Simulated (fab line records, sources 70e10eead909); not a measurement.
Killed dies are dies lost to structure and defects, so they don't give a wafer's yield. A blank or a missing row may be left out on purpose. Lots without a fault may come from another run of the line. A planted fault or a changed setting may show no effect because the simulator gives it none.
fab line records | flow nand_harc
record lots=6 wafers=17 last_day=33
route steps=1302 shown P_BONDPAD@360 END@1302
lots that met no fault: from a run of the same line without faults
start_h: hours from the record's first day to the start of the lot's first wafer shown | wait_h: hours since the lot's step before | " the same as in the row above | L1.1+2: a row that stands for several wafers | - no value, or no start given | * or withheld: withheld | < > ~ a bound
route shown NAME@n: a module of which the file shows steps, and the number in the route of the first | usual: mean/standard deviation of fault-free wafers | same: alike in all rows | chamber/n: place in a boat | sites: the reading at each site | _std_site: their standard deviation | _edge_site: outer sites' mean less inner sites' | radius_mm: how far each site lies from the wafer's centre | mask NAME#n: copy n | behind: the tool/chamber that last shaped the wafer | hold: why the lot was held/for how many hours/how that ended | device: the transistor (n, p or np) that didn't switch | end of line: the same wafers' tests at the end of the route | a step without rows: its recipe alone | killed: dies lost to structure and defects at the first sort, not the wafer's yield | map: a wafer's dies, x killed, . not, _ none there
set.NAME: the setting as run; set.NAME@STEP: as run at that earlier step | model.NAME: the simulator's own value behind a step, which no gauge read
lots at some steps of the route; a table a step, a row a wafer
services: from which hour (start_h, from the record's first day; less than 0 if before it) a tool's chamber was out of use, for how many hours, and why
## steps
# step NHARC_P_BONDPAD_EBR_05
# step NHARC_P_BONDPAD_EXPOSE_06
# recipe na=0.55 dose_mj=37.06 mask_id=P_BPAD
# step NHARC_P_BONDPAD_PEB_07
# recipe peb_temp_c=128 peb_time_s=80
# step NHARC_P_BONDPAD_DEVELOP_08
# recipe time_s=50 dev_temp_c=22
# step NHARC_P_BONDPAD_CD_MEAS_09
# recipe target_cd_nm=500 landing_energy_ev=500
# usual cd_nm=500.2/2.5
# columns lot.wafer tool chamber start_h wait_h cd_nm
L440.2 cd_sem-02 0 148.17 - 496.2
L440.3 " 0 " " 498.4
L440.6 " 0 " " 497.4
L444.1 cd_sem-01 0 187.32 - 504.3
L444.2 " 0 " " 503.3
L444.6 " 0 " " 501.9
L450.1 cd_sem-01 0 253.96 - 500.9
L450.2 " 0 " " 500.1
L450.4 " 0 " " 498.3
L453.4 cd_sem-01 0 281.24 - 498.0
L453.5 " 0 " " 497.1
L455.1 cd_sem-03 0 295.94 - 501.1
L455.5 " 0 " " 504.0
L455.6 " 0 " " 497.5
L461.3 cd_sem-01 0 354.92 - 503.4
L461.4 " 0 " " 501.0
L461.6 " 0 " " 498.4
# step NHARC_P_BONDPAD_OVL_MEAS_38
# usual overlay_x_nm=-1/6.9 overlay_y_nm=-2/5.3
# columns lot.wafer tool chamber start_h wait_h overlay_x_nm overlay_y_nm
L440.2 overlay-01 - 148.25 - 10 4
L440.3 " - " " 10 4
L440.6 " - " " 10 4
L444.1 overlay-01 - 187.41 - -1 -7
L444.2 " - " " -1 -8
L444.6 " - " " -1 -8
L450.1 overlay-02 - 254.05 - 2 1
L450.2 " - " " 1 1
L450.4 " - " " 1 1
L453.4 overlay-01 - 281.32 - -9 -4
L453.5 " - " " -9 -4
L455.1 overlay-02 - 296.03 - 7 -4
L455.5 " - " " 7 -4
L455.6 " - " " 8 -4
L461.3 overlay-02 - 355.00 - 13 -9
L461.4 " - " " 13 -9
L461.6 " - " " 13 -8
# step NHARC_P_BONDPAD_HARDBAKE_10
# recipe temp_c=118 time_s=65
# step NHARC_P_BONDPAD_DESCUM_11
# recipe time_s=3 o2_flow_sccm=200 ar_flow_sccm=0 bias_power_w=0 chemistry=O2
# usual drypump_motor_current_A=5.7/0.32 oes_product_au=1.000/0.012 rf_vpp_V=57.9/0.84 showerhead_plenum_p_Torr=1.94/0.064 throttle_valve_pct=11.311/0.0085
# columns lot.wafer tool chamber start_h wait_h drypump_motor_current_A oes_product_au rf_hours_counter_h rf_vpp_V showerhead_plenum_p_Torr throttle_valve_pct
L440.3 rie_diel-05 2 148.38 - 5.9 0.987 4.1 59.3 2.02 11.329
L440.2 " 0 " " 5.7 0.994 4.3 57.7 2.00 11.324
L440.6 " 2 " " 5.9 0.998 - 56.8 2.02 11.293
L444.1 rie_diel-07 0 187.54 - 5.5 0.998 1.8 57.8 1.92 11.313
L444.2 " 1 " " 6.1 0.993 2.0 60.2 2.03 11.312
L444.6 " 0 " " 5.5 0.990 - 59.3 1.92 11.305
L450.1 rie_diel-05 1 254.19 - 5.8 1.013 1.2 58.8 1.98 11.306
L450.2 " 2 " " 5.9 1.005 1.1 58.0 2.02 11.300
L450.4 " 1 " " 5.8 1.009 - 57.7 1.98 11.309
L453.4 rie_diel-05 1 281.46 - 5.8 0.992 3.2 58.2 1.98 11.303
L453.5 " 3 " " 5.4 0.994 - 58.5 1.89 11.316
L455.1 rie_diel-12 2 296.17 - 5.2 1.020 1.2 58.3 1.92 11.314
L455.5 " 0 " " 5.7 0.987 - 56.8 1.85 11.299
L455.6 " 1 " " 5.2 0.985 - 57.0 1.82 11.304
L461.3 rie_diel-05 1 355.12 - 5.8 0.978 7.0 58.0 1.98 11.328
L461.4 " 2 " " 5.9 0.997 6.8 59.3 2.02 11.314
L461.6 " 2 " " 5.9 0.997 - 58.0 2.02 11.318
# step NHARC_P_BONDPAD_ETCH_37
# recipe target_depth_a=600 overetch_a=180 time_s=65.91 ion_energy_ev=200 n2_flow_sccm=150 h2_flow_sccm=150 ar_flow_sccm=0 rf_w=400 bias_w=150 chemistry=N2/H2
# usual bias_w=150.0/0.43 drypump_motor_current_A=5.7/0.31 oes_product_au=1.000/0.011 rf_vpp_V=431.3/2.1 run_length_s=87.2/0.48 showerhead_plenum_p_Torr=2.07/0.07 throttle_valve_pct=14.171/0.0091
# columns lot.wafer tool chamber start_h wait_h bias_w drypump_motor_current_A oes_product_au rf_hours_counter_h rf_vpp_V run_length_s showerhead_plenum_p_Torr throttle_valve_pct
L440.3 rie_diel-05 3 148.46 0.1 150.5 5.4 1.016 4.4 429.1 86.8 2.01 14.172
L440.2 " 2 " " 149.8 5.9 1.007 4.1 433.6 86.7 2.16 14.184
L440.6 " 3 " " 150.1 5.4 1.020 - 431.0 87.0 2.01 14.169
L444.2 rie_diel-07 0 187.62 0.1 150.2 5.5 0.987 1.8 430.7 87.1 2.04 14.174
L444.1 " 1 " " 150.4 6.0 0.985 2.0 433.3 87.7 2.17 14.172
L444.6 " 0 " " 150.1 5.5 0.992 - 430.8 87.6 2.04 14.175
L450.1 rie_diel-05 1 254.29 0.1 149.7 5.8 1.000 1.2 431.7 87.4 2.11 14.177
L450.2 " 2 " " 150.0 5.9 0.996 1.2 433.3 86.8 2.16 14.174
L450.4 " 2 " " 150.1 5.9 1.002 - 434.3 86.7 2.16 14.154
L453.4 rie_diel-05 2 281.53 0.1 149.8 5.9 1.009 2.7 432.1 86.9 2.16 14.174
L453.5 " 2 " " 150.5 5.9 1.015 - 432.8 87.0 2.16 14.175
L455.1 rie_diel-12 3 296.24 0.1 150.2 6.1 0.994 1.3 432.5 87.1 2.11 14.186
L455.6 " 2 " " 150.0 5.1 1.014 - 430.0 86.8 2.04 14.173
L455.5 " 3 " " 150.2 6.0 0.997 - 430.8 87.4 2.11 14.171
L461.4 rie_diel-05 2 355.22 0.1 150.1 5.9 1.001 6.8 432.1 86.8 2.16 14.182
L461.3 " 0 " " 150.1 5.7 1.022 6.6 433.5 87.6 2.13 14.176
L461.6 " 1 " " 149.7 5.8 0.991 - 433.5 87.1 2.11 14.172
# step NHARC_P_BONDPAD_ETCH_12
# recipe target_depth_a=2000 time_s=100 chf3_flow_sccm=50 o2_flow_sccm=10 ar_flow_sccm=200 rf_w=500 bias_w=200 chemistry=CHF3/O2
# usual bias_w=200.0/0.59 drypump_motor_current_A=5.7/0.33 oes_product_au=0.941/0.023 rf_vpp_V=371.2/1.9 run_length_s=121.2/0.44 showerhead_plenum_p_Torr=2.43/0.079 throttle_valve_pct=20.574/0.0084
# columns lot.wafer tool chamber start_h wait_h bias_w drypump_motor_current_A oes_product_au rf_hours_counter_h rf_vpp_V run_length_s showerhead_plenum_p_Torr throttle_valve_pct
L440.2 rie_diel-05 0 - - 199.6 5.7 0.984 4.3 372.9 121.8 2.51 20.583
L440.3 " 1 " " 200.6 5.8 0.976 3.6 372.7 121.6 2.48 20.575
L440.6 " 2 " " 200.7 5.9 0.971 - 372.3 120.8 2.53 20.578
L444.1 rie_diel-07 3 - - 199.4 5.9 0.912 1.4 370.8 120.8 2.43 20.580
L444.2 " 0 " " 199.5 5.5 0.922 1.8 371.7 121.6 2.40 20.566
L444.6 " 2 " " 199.5 6.2 0.930 - 371.3 121.7 2.49 20.577
L450.1 rie_diel-05 1 - - 199.4 5.8 0.965 1.2 371.5 121.2 2.48 20.576
L450.2 " 2 " " 200.3 5.9 0.971 1.2 373.8 121.3 2.53 20.571
L450.4 " 3 " " 200.1 5.4 0.965 - 369.0 120.9 2.37 20.571
L453.4 rie_diel-05 3 - - 201.1 5.4 0.924 2.9 368.8 121.2 2.37 20.563
L453.5 " 1 " " 200.6 5.8 0.927 - 371.7 121.3 2.48 20.572
L455.1 rie_diel-12 3 - - 200.2 6.0 0.960 1.4 371.3 121.1 2.47 20.576
L455.6 " 1 " " 199.0 5.2 0.954 - 368.7 121.8 2.29 20.586
L455.5 " 2 " " 200.8 5.2 0.981 - 370.6 120.9 2.41 20.574
L461.4 rie_diel-05 0 - - 199.8 5.6 0.997 6.6 373.5 121.8 2.50 20.563
L461.3 " 1 " " 198.9 5.8 0.953 7.1 372.0 121.6 2.48 20.581
L461.6 " 0 " " 199.7 5.6 0.989 - 371.7 122.0 2.50 20.572
# step NHARC_P_BONDPAD_CD_MEAS_13
# usual cd_nm=499.7/2.7
# columns lot.wafer tool chamber start_h wait_h cd_nm
L440.2 cd_sem-01 - 148.69 - 495.7
L440.3 " - " " 497.5
L440.6 " - " " 496.7
L444.1 cd_sem-02 - 187.85 - 503.3
L444.2 " - " " 501.9
L444.6 " - " " 502.1
L450.1 cd_sem-03 - 254.54 - 501.9
L450.2 " - " " 500.1
L450.4 " - " " 497.9
L453.4 cd_sem-03 - 281.77 - 496.9
L453.5 " - " " 497.5
L455.1 cd_sem-03 - 296.47 - 500.8
L455.5 " - " " 502.4
L455.6 " - " " 497.0
L461.3 cd_sem-03 - 355.44 - 503.5
L461.4 " - " " 501.8
L461.6 " - " " 499.7
# step NHARC_P_BONDPAD_STRIP_15
# recipe o2_flow_sccm=500 ar_flow_sccm=0 bias_w=0 chemistry=O2
# usual drypump_motor_current_A=5.73/0.29 oes_product_au=0.998/0.012 rf_vpp_V=57.9/0.9 showerhead_plenum_p_Torr=3.59/0.11 throttle_valve_pct=17.036/0.0086
# same bias_w=0
# columns lot.wafer tool chamber start_h wait_h drypump_motor_current_A oes_product_au rf_hours_counter_h rf_vpp_V showerhead_plenum_p_Torr throttle_valve_pct
L440.2 rie_diel-07 3 148.79 0.1 5.94 0.999 0.6 58.9 3.57 17.041
L440.3 " 0 " " 5.53 0.995 0.8 57.2 3.53 17.043
L440.6 " 1 " " 6.05 0.996 - 57.2 3.74 17.022
L444.2 rie_diel-05 0 187.92 0.1 5.67 1.004 7.3 57.9 3.68 17.033
L444.1 " 2 " " 5.90 1.016 7.5 58.8 3.72 17.048
L444.6 " 1 " " 5.86 0.995 - 56.1 3.65 17.039
L450.1 rie_diel-07 1 254.61 0.1 6.07 0.982 3.5 58.6 3.73 17.030
L450.2 " 3 " " 5.94 1.001 3.1 57.7 3.57 17.045
L450.4 " 1 " " 6.08 0.998 - 58.9 3.73 17.034
L453.4 rie_diel-07 1 281.85 0.1 6.09 0.991 4.5 57.9 3.73 17.042
L453.5 " 1 " " 6.08 0.982 - 57.7 3.73 17.045
L455.1 rie_diel-05 3 296.57 0.1 5.38 1.009 3.8 58.0 3.48 17.050
L455.6 " 1 " " 5.83 0.983 - 57.9 3.64 17.030
L455.5 " 2 " " 5.90 1.012 - 59.5 3.71 17.029
L461.3 rie_diel-12 1 355.53 0.1 5.23 0.983 2.8 57.6 3.37 17.039
L461.4 " 3 " " 6.02 0.981 3.7 57.5 3.63 17.041
L461.6 " 0 " " 5.75 1.003 - 57.5 3.42 17.054
# step NHARC_P_BONDPAD_ETCH_24
# recipe target_depth_a=300 over_etch_frac=0.3 time_s=72.99 ion_energy_ev=150 cf4_flow_sccm=50 n2_flow_sccm=100 ar_flow_sccm=150 rf_w=300 bias_w=100 chemistry=CF4/N2
# usual bias_w=100.01/0.3 drypump_motor_current_A=5.75/0.29 oes_product_au=0.998/0.013 rf_vpp_V=315.0/1.5 run_length_s=94.3/0.45 showerhead_plenum_p_Torr=2.68/0.077 throttle_valve_pct=19.793/0.0089
# columns lot.wafer tool chamber start_h wait_h bias_w drypump_motor_current_A oes_product_au rf_hours_counter_h rf_vpp_V run_length_s showerhead_plenum_p_Torr throttle_valve_pct
L440.3 rie_diel-07 1 148.92 - 100.08 6.05 0.984 0.9 318.4 94.4 2.78 19.790
L440.2 " 2 " " 99.47 6.11 1.008 0.7 315.8 94.0 2.73 19.786
L440.6 " 0 " " 99.77 5.48 0.986 - 313.5 94.2 2.63 19.798
L444.2 rie_diel-05 1 188.07 - 100.52 5.81 0.995 6.5 315.8 94.5 2.71 19.804
L444.1 " 0 " " 100.00 5.66 1.009 7.3 315.1 94.7 2.74 19.784
L444.6 " 1 " " 100.00 5.79 0.988 - 315.0 94.5 2.71 19.806
L450.1 rie_diel-07 0 254.80 0.2 100.33 5.55 0.985 3.5 315.4 94.2 2.63 19.785
L450.2 " 1 " " - 6.06 0.981 3.6 317.4 78.1 2.78 19.794
L450.4 " 3 " " - 5.93 1.001 - 315.5 77.2 2.65 19.799
L453.4 rie_diel-07 1 281.99 - - 6.07 0.991 4.5 318.7 78.1 2.78 19.796
L453.5 " 1 " " 99.82 6.03 0.989 - 317.4 94.5 2.78 19.800
L455.1 rie_diel-05 1 296.69 - 100.28 5.85 0.981 4.2 316.2 94.5 2.71 19.804
L455.6 " 1 " " 99.78 5.82 0.980 - 316.4 94.3 2.71 19.791
L455.5 " 2 " " 100.13 5.89 1.011 - 317.5 93.9 2.76 19.802
L461.4 rie_diel-12 3 355.66 - 100.36 6.08 0.981 3.8 315.1 93.9 2.70 19.800
L461.3 " 2 " " 100.15 5.17 0.997 3.4 315.2 94.2 2.63 19.792
L461.6 " 0 " " 100.05 5.73 1.003 - 311.7 93.6 2.55 19.798
# step NHARC_P_BONDPAD_STRIP_16
# recipe time_s=600 temp_c=30 chemistry=post_etch_residue_remover
# step NHARC_END_SORT_01
# recipe temp_c=25
# usual defect_limited_yield=91/3.1 killed_at_array=54/21 killed_at_other=0.9/1.1 killed_at_periphery=3.5/2.5 killed_dies=58/21 killed_open=3.3/1.9 killed_short=2.6/1.8 sort_bin_2_pct=3.0/1.4 sort_bin_3_pct=0.6/0.41 sort_bin_4_pct=4.9/1.7 sort_n_pass=619/21 sort_rim_yield_pct=92/4 sort_yield_pct=91/3.1
# same gross_dies=677 sort_bin_5_pct[%]=0 sort_bin_6_pct[%]=0 sort_bin_7_pct[%]=0 sort_bin_8_pct[%]=0 sort_rim_n_gross=106.00
# columns lot.wafer tool chamber start_h wait_h defect_limited_yield[%] killed_at_array killed_at_other killed_at_periphery killed_dies killed_open killed_short sort_bin_2_pct[%] sort_bin_3_pct[%] sort_bin_4_pct[%] sort_n_pass sort_rim_yield_pct[%] sort_yield_pct[%]
L450.1 prober-02 0 691.49 2.5 93 46 2 1 49 2 1 2.1 0 5.2 628 91 93
L450.2 prober-02 0 692.30 2.8 94 33 1 4 38 3 2 1.3 0.1 4.1 639 92 94
L450.4 prober-02 0 693.91 3.4 94 36 1 5 42 2 5 1.5 0.4 4.3 635 96 94
L453.4 prober-02 0 707.85 3.4 94 43 0 1 44 5 2 3.0 0.3 3.2 633 97 94
L453.5 prober-02 0 708.65 3.7 93 44 0 4 48 5 3 3.0 0.3 3.8 629 96 93
L455.1 prober-01 0 721.04 2.5 91 56 2 4 62 2 1 2.5 0.9 5.8 615 89 91
L455.5 prober-01 0 724.22 3.7 89 70 2 0 72 1 2 4.1 0.9 5.6 605 89 89
L455.6 prober-01 0 725.02 4.0 92 46 2 7 55 5 3 3.0 1.0 4.1 622 89 92
L461.3 prober-02 0 787.64 3.1 96 18 5 4 27 2 2 0.9 0.1 3.0 650 99 96
L461.4 prober-02 0 788.42 3.3 96 25 2 2 29 4 2 1.6 0.1 2.5 648 97 96
L461.6 prober-02 0 789.99 3.9 97 18 0 0 18 0 2 0.7 0.3 1.6 659 99 97
# killed by level:class
L450.1 A_CHANNEL_HOLE_D2:chamber_film_flake=21 A_STAIRCASE:chamber_film_flake=7 A_SLIT:chamber_film_flake=6 A_CHANNEL_HOLE_D1:chamber_film_flake=4 A_CHANNEL_FILL_D2:chamber_film_flake=3 THIN_TSV:chamber_film_flake=2 A_CHANNEL_FILL_D1:geometric_particle:short=1 A_DECK1_JOINT:geometric_particle:open=1
L450.2 A_CHANNEL_HOLE_D2:chamber_film_flake=18 A_STAIRCASE:chamber_film_flake=5 A_WL_FILL:chamber_film_flake=3 A_SLIT:chamber_film_flake=2 P_CONTACT:geometric_particle:short=1 P_CONTACT:geometric_particle:open=1 P_M0:geometric_particle:open=1 A_SOURCE_PLATE:geometric_particle:short=1
L450.4 A_CHANNEL_HOLE_D2:chamber_film_flake=13 A_CHANNEL_HOLE_D1:chamber_film_flake=7 A_SLIT:chamber_film_flake=5 A_CONTACT:chamber_film_flake=3 P_ZERO_WELL:geometric_particle:short=1 P_GATE:geometric_particle:open=1 P_CONTACT:geometric_particle:short=1 P_CONTACT:geometric_particle:open=1
L453.4 A_CHANNEL_HOLE_D1:chamber_film_flake=28 A_SLIT:chamber_film_flake=4 A_ONON_D2:geometric_particle:open=2 A_CHANNEL_FILL_D2:chamber_film_flake=2 P_M0:geometric_particle:open=1 A_CONTACT:geometric_particle:open=1 A_M0:geometric_particle:open=1 A_M0:geometric_particle:short=1
L453.5 A_CHANNEL_HOLE_D1:chamber_film_flake=29 A_SLIT:chamber_film_flake=3 A_DECK1_JOINT:chamber_film_flake=2 A_CONTACT:chamber_film_flake=2 P_STI:geometric_particle:open=1 P_GATE:geometric_particle:open=1 A_CHANNEL_HOLE_D1:geometric_particle:short=1 A_CHANNEL_FILL_D1:geometric_particle:open=1
L455.1 A_SLIT:chamber_film_flake=28 A_CHANNEL_HOLE_D2:chamber_film_flake=14 A_STAIRCASE:chamber_film_flake=4 A_CHANNEL_HOLE_D1:chamber_film_flake=3 A_DECK1_JOINT:chamber_film_flake=2 A_CONTACT:chamber_film_flake=2 THIN_TSV:chamber_film_flake=2 P_GATE:geometric_particle:open=1
L455.5 A_SLIT:chamber_film_flake=30 A_CHANNEL_HOLE_D2:chamber_film_flake=22 A_CHANNEL_FILL_D2:chamber_film_flake=6 A_CHANNEL_HOLE_D1:chamber_film_flake=3 A_STAIRCASE:chamber_film_flake=2 A_CONTACT:chamber_film_flake=2 THIN_TSV:chamber_film_flake=2 A_DECK1_JOINT:geometric_particle:short=1
L455.6 A_CHANNEL_HOLE_D2:chamber_film_flake=16 A_SLIT:chamber_film_flake=14 A_STAIRCASE:chamber_film_flake=5 P_CONTACT:chamber_film_flake=3 A_CHANNEL_HOLE_D1:chamber_film_flake=3 P_ZERO_WELL:chamber_film_flake=2 THIN_TSV:chamber_film_flake=2 P_M0:geometric_particle:open=1
L461.3 A_SLIT:chamber_film_flake=10 THIN_TSV:chamber_film_flake=5 P_ZERO_WELL:chamber_film_flake=2 A_CHANNEL_FILL_D2:chamber_film_flake=2 P_CONTACT:geometric_particle:open=1 A_CHANNEL_FILL_D1:geometric_particle:short=1 A_CONTACT:geometric_particle:open=1 A_M1:geometric_particle:short=1
L461.4 A_SLIT:chamber_film_flake=10 A_M0:geometric_particle:open=2 P_STI:chamber_film_flake=2 A_CHANNEL_HOLE_D1:chamber_film_flake=2 A_CHANNEL_HOLE_D2:chamber_film_flake=2 A_CONTACT:chamber_film_flake=2 THIN_TSV:chamber_film_flake=2 A_ONON_D2:geometric_particle:short=1
L461.6 A_SLIT:chamber_film_flake=9 A_CHANNEL_FILL_D2:chamber_film_flake=3 A_CHANNEL_FILL_D2:geometric_particle:short=2 A_M0:chamber_film_flake=2 A_STAIRCASE:chamber_film_flake=1 A_CONTACT:chamber_film_flake=1
## services
# columns tool chamber start_h hours kind
rie_diel-05 0 135.10 - clean
rie_diel-05 1 135.10 - clean
rie_diel-05 2 135.10 - clean
rie_diel-05 3 135.10 - clean
rie_diel-12 - 142.05 0.9 repair
rie_diel-12 3 151.57 7.4 repair
rie_diel-05 0 159.60 - clean
rie_diel-05 1 159.60 - clean
rie_diel-05 2 159.60 - clean
rie_diel-05 3 159.60 - clean
rie_diel-07 2 161.82 7.6 repair
rie_diel-07 3 177.97 5.0 repair
rie_diel-12 3 180.08 8.4 repair
rie_diel-05 0 184.10 - clean
rie_diel-05 1 184.10 - clean
rie_diel-12 1 209.15 14.6 repair
rie_diel-05 - 229.60 9.0 pm
rie_diel-05 0 243.66 16.9 repair
rie_diel-07 2 245.21 9.8 repair
rie_diel-12 - 268.40 9.0 pm
rie_diel-07 - 294.20 9.0 pm
rie_diel-05 - 334.32 0.8 repair
rie_diel-12 1 335.99 2.9 repair
rie_diel-07 3 342.91 16.7 repair
## key
first_sign step=NHARC_P_BONDPAD_ETCH_24 reading=run_length_s direction=down sigmas=37 usual=* struck=*
effect none on later readings
met_at NHARC_P_BONDPAD_ETCH_24
struck_wafers L450.2,L450.4,L453.4
onset_between 148.92 254.80
fault kind=process_parameter_drift tool=rie_diel-07 chamber=- onset_h=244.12 steps=NHARC_P_BONDPAD_ETCH_24 channel=time_s offset=* shape=step end_h=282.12 scope=struck_wafers_only acts_in=* stated=*
